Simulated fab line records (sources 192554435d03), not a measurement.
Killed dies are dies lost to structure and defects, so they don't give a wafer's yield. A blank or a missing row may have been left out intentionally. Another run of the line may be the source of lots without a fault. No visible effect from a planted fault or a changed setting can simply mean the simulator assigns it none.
Comparing a struck lot with a sound one    flow n5-finfet    39 steps out of a route of 1938
Sound: the wafers L234.1, L234.3, L234.5. Struck: wafer L236.1 (left out: L236.3, L236.5 of the same lot, which were not struck); the cause appears at the end.
Per side, at each step with rows, come the tool, then ch with its chambers, and then its first start. Under that, the readings that differ: sound wafers    struck wafers    difference of the means    sigmas: that difference in standard deviations of wafers without a fault.
alike: readings with means less than 2 such deviations apart, plus words and numbers identical on both sides. not compared: withheld readings, readings lacking a value on some wafer, bounds such as >300 that could conceal the same value, and numbers that have no deviation in the record and whose values overlap.
The two part at a step that has a row with sigmas, a row that says differs or no value, or rows on one side only. When numbers do not overlap yet have no deviation, they are printed without sigmas and do not part them. A reading missing from all wafers of one side parts the sides only when that side holds two or more wafers.

first, 12 steps without rows for these wafers: N5_SD_EPI_N_STRIP_36 (strips in N2/H2); N5_SD_EPI_N_ETCHBACK_44 (etches SiNx in CH3F/O2, stops on SiO2, target depth 14.5 nm); N5_SD_EPI_N_ETCH_45 (etches SiOCN in CH3F/O2, target depth 6 nm); N5_SD_EPI_N_ETCH_16 (etches SiO2 in CHF3/O2, target depth 5 nm); N5_SD_EPI_N_STRIP_47 (strips in CHF3/O2); N5_SD_EPI_N_SD_RECESS_17 (chemistry HBr/Cl2/O2, target depth 41 nm, time 23.7 s, bt time 3 s); N5_SD_EPI_N_STRIP_38 (strips in N2/H2); N5_SD_EPI_N_WET_ETCH_43 (etches SiO2 in dHF, time 14 s, target depth 1.5 nm); N5_SD_EPI_N_STRIP_18 (strips in SPM, time 750 s); N5_SD_EPI_N_SRD_20 (time 30 s); N5_SD_EPI_N_PRECLEAN_48 (cleans in NF3:NH3, afs cycles 2, time 20 s, sublimation time 60 s); N5_SD_EPI_N_VAPOR_ETCH_50 (etches Si in HCl, time 54 s).
N5_SD_EPI_N_EPI_21: deposits Si:P, time 690 s.
  sound on epi-rpcvd-01 ch 0, day 6 08:44; struck on epi-rpcvd-01 ch 0, day 7 00:29
reading                                    sound           struck  difference  sigmas
model.Si-P_of_SD_EPI_N_EPI_21.thk-nm (nm)  59.4 59.6 60.4  61.2    +1.4        
  alike: chamber-pressure-Torr
then, 24 steps without rows for these wafers: N5_SD_EPI_N_PRECLEAN_24 (cleans in O3/DIW, time 60 s); N5_SD_EPI_N_SRD_25 (time 30 s); N5_SD_EPI_N_PRECLEAN_49 (cleans in NF3:NH3, afs cycles 1, time 20 s, sublimation time 60 s); N5_SD_EPI_N_LINER_46 (material SiNx, target thk 3 nm); N5_SD_EPI_P_COAT_34 (time 60 s, resist thk 350 nm); N5_SD_EPI_P_COAT_35 (time 60 s, resist thk 35 nm); N5_SD_EPI_P_COAT_03 (resist thk 150 nm); N5_SD_EPI_P_EBR_05; N5_SD_EPI_P_SOFTBAKE_04 (time 60 s); N5_SD_EPI_P_EXPOSE_06 (exposes mask SD P BLK, target cd 240 nm); N5_SD_EPI_P_PEB_07 (peb time 60 s); N5_SD_EPI_P_DEVELOP_08 (develop time 30 s); N5_SD_EPI_P_DESCUM_14 (chemistry O2, time 7.9 s); N5_SD_EPI_P_ETCH_36 (etches SiARC in CF4, target depth 45.5 nm, time 75.8 s); N5_SD_EPI_P_ETCH_37 (etches SOC in N2/H2, overetch 108 nm, time 486 s); N5_SD_EPI_P_STRIP_38 (strips in N2/H2); N5_SD_EPI_P_ETCHBACK_46 (etches SiNx in CH3F/O2, stops on SiO2, target depth 17.5 nm); N5_SD_EPI_P_ETCH_47 (etches SiOCN in CH3F/O2, target depth 25 nm); N5_SD_EPI_P_ETCH_16 (etches SiO2 in CHF3/O2, target depth 5 nm); N5_SD_EPI_P_STRIP_50 (strips in CHF3/O2); N5_SD_EPI_P_SD_RECESS_17 (chemistry HBr/Cl2/O2, target depth 39.1 nm, bt time 3 s); N5_SD_EPI_P_WET_ETCH_45 (etches SiO2 in dHF, time 10.7 s, target depth 2 nm, rinse time 30 s); N5_SD_EPI_P_STRIP_40 (strips in N2/H2); N5_SD_EPI_P_PRECLEAN_52 (cleans in O3/DIW, time 60 s).
N5_SD_EPI_P_PRECLEAN_24: cleans in O3/DIW, time 45 s.
  sound on wet-bench-05 ch 2,4,7, day 6 15:08; struck on wet-bench-03 ch 3, day 7 07:06
reading                                    sound           struck  difference  sigmas
model.Si-P_of_SD_EPI_N_EPI_21.thk-nm (nm)  58.4 58.8 59.6  60.2    +1.3        
-- the record jumps here: 4 days lie between the struck wafers' starts before and after (it left off in module SD_EPI_P and takes up again in module BEOL_M4, whose first step shown is number 1111 of the route) --
N5_BEOL_M4_RC_MEAS_101:
  sound on prober-01 ch 0, day 11 10:19; struck on prober-02 ch 0, day 11 14:55
reading         sound              struck  difference  sigmas
DIBL_N (mV/V)   37.1 38.1 36.6     33.2    -4.1        -3
DIBL_P (mV/V)   36.1 37.9 36.7     33.0    -3.9        -2
IOFF_N (nA/um)  0.182 0.199 0.176  0.127   -0.059      -2
IOFF_P (nA/um)  0.25 0.26 0.25     0.14    -0.11       -3
ION_P (uA/um)   466 465 471        451     -16         -2
SS_N (mV/dec)   71.1 72.3 71.2     70.4    -1.1        -2
VT_P (mV)       -245 -247 -246     -257    -11         -3
  alike: ION_N, SS_P, VT_N

WHERE THEY PART
At N5_BEOL_M4_RC_MEAS_101 and nowhere else, as far as this record goes.

WHY: whatever the simulator had introduced
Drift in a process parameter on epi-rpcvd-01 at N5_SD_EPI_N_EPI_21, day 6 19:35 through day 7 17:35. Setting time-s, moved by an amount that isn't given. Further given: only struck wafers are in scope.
